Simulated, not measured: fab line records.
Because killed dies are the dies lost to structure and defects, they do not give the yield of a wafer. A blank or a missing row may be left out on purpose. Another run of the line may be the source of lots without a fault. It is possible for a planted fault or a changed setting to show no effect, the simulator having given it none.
What tool caused it? | flow nand_harc | 15 lots with 45 wafers sampled at 2 steps, on a route of 1302 steps

## WHAT THE GAUGES SHOWED, per wafer
NHARC_A_CONTACT_INSPECT_23. Usual: raw_defect_count reads 496 (standard deviation 130).
lot  | measured     | on                | raw_defect_count | flag
L577 | day 22 21:43 | defect_inspect-02 | 477 399 414      |
L576 | day 22 22:41 | defect_inspect-01 | 536 437 390      |
L578 | day 23 14:24 | defect_inspect-02 | 410 593 598      |
L580 | day 23 15:00 | defect_inspect-02 | 775 620 434      |
L579 | day 24 06:35 | defect_inspect-02 | 395 429 315      |
L589 | day 27 23:37 | defect_inspect-02 | 533 383 521      |
L591 | day 28 12:50 | defect_inspect-02 | 498 521 690      |
L593 | day 28 14:04 | defect_inspect-02 | 630 410 363      |
L592 | day 28 19:02 | defect_inspect-02 | 374 355 410      |
L590 | day 28 23:14 | defect_inspect-02 | 513 449 499      |
L594 | day 29 17:31 | defect_inspect-01 | 351 694 748      |
L595 | day 30 00:38 | defect_inspect-02 | 534 607 591      |
L597 | day 30 17:08 | defect_inspect-02 | 476 465 462      |
L596 | day 30 17:35 | defect_inspect-02 | 329 383 368      |
L598 | day 31 05:23 | defect_inspect-01 | 342 427 488      |

NHARC_A_BLC_OVL_MEAS_11. Usual: overlay_x_nm 0.2 nm, standard deviation 1; overlay_y_nm 0.0 nm, standard deviation 0.82.
lot  | measured     | on         | overlay_x_nm (nm) | overlay_y_nm (nm) | flag
L577 | day 22 22:11 | overlay-02 | -1.3 -1.1 -1.6    | -1.7 -1.5 -1.8    |
L576 | day 22 23:17 | overlay-02 | 0.3 0.8 0.9       | 0.8 1.1 1.1       |
L578 | day 23 14:52 | overlay-01 | -0.1 -0.1 -0.1    | -0.9 -0.9 -1.0    |
L580 | day 23 15:36 | overlay-02 | 0.2 0.5 0.0       | 0.1 0.8 0.2       |
L579 | day 24 07:10 | overlay-02 | 1.6 1.9 1.5       | 1.2 1.3 0.8       |
L589 | day 28 00:05 | overlay-01 | 0.8 0.4 1.0       | 1.1 0.8 0.7       |
L591 | day 28 13:26 | overlay-01 | -1.4 -1.4 -1.5    | 0.0 -0.1 -0.6     |
L593 | day 28 14:32 | overlay-02 | -0.6 -1.2 -0.4    | 0.4 1.1 1.1       |
L592 | day 28 19:38 | overlay-01 | -0.5 -0.9 -0.9    | -1.5 -0.6 -0.5    |
L590 | day 28 23:42 | overlay-02 | 0.9 0.5 0.5       | 1.0 0.3 0.4       |
L594 | day 29 17:59 | overlay-01 | 1.8 1.6 1.5       | -1.0 -0.8 -1.0    |
L595 | day 30 01:14 | overlay-01 | 1.3 1.5 1.5       | 0.3 -0.3 -0.3     |
L597 | day 30 17:44 | overlay-02 | 0.8 0.6 0.5       | -0.7 -0.7 -0.2    |
L596 | day 30 18:11 | overlay-02 | 0.8 0.6 0.4       | 1.0 0.2 1.1       |
L598 | day 31 05:52 | overlay-01 | 1.1 0.4 0.5       | 0.0 0.6 0.0       |

## TOOL THAT RAN EACH LOT (tool first, then ch and the chambers of the sampled wafers, then the start)
Before these readings, the record contains no process step.

## WHAT THE TOOLS THEMSELVES READ (means of the sampled wafers that have a number; where no wafer has one, the mark that the record gives instead)
The record holds no such reading with a usual standard deviation.

## THE ANSWER, worked out from the rows above alone
Rule: a lot is off if the mean of its wafers that have a number lies more than 3 standard deviations from the usual mean. A lot without any number at a reading at which 4 lots or more have one is off too. Any other lot the step has rows for is counted as sound. First the gauges in route order, then the tools' own readings, where a lot's mean is used as printed above. The first step at which some lot is off is used, and at that step the reading that is off furthest; a lot without a number counts as furthest.
None of the lots is off at any reading shown; this tells nothing.

## WHAT HAD BEEN PUT IN BY THE SIMULATOR
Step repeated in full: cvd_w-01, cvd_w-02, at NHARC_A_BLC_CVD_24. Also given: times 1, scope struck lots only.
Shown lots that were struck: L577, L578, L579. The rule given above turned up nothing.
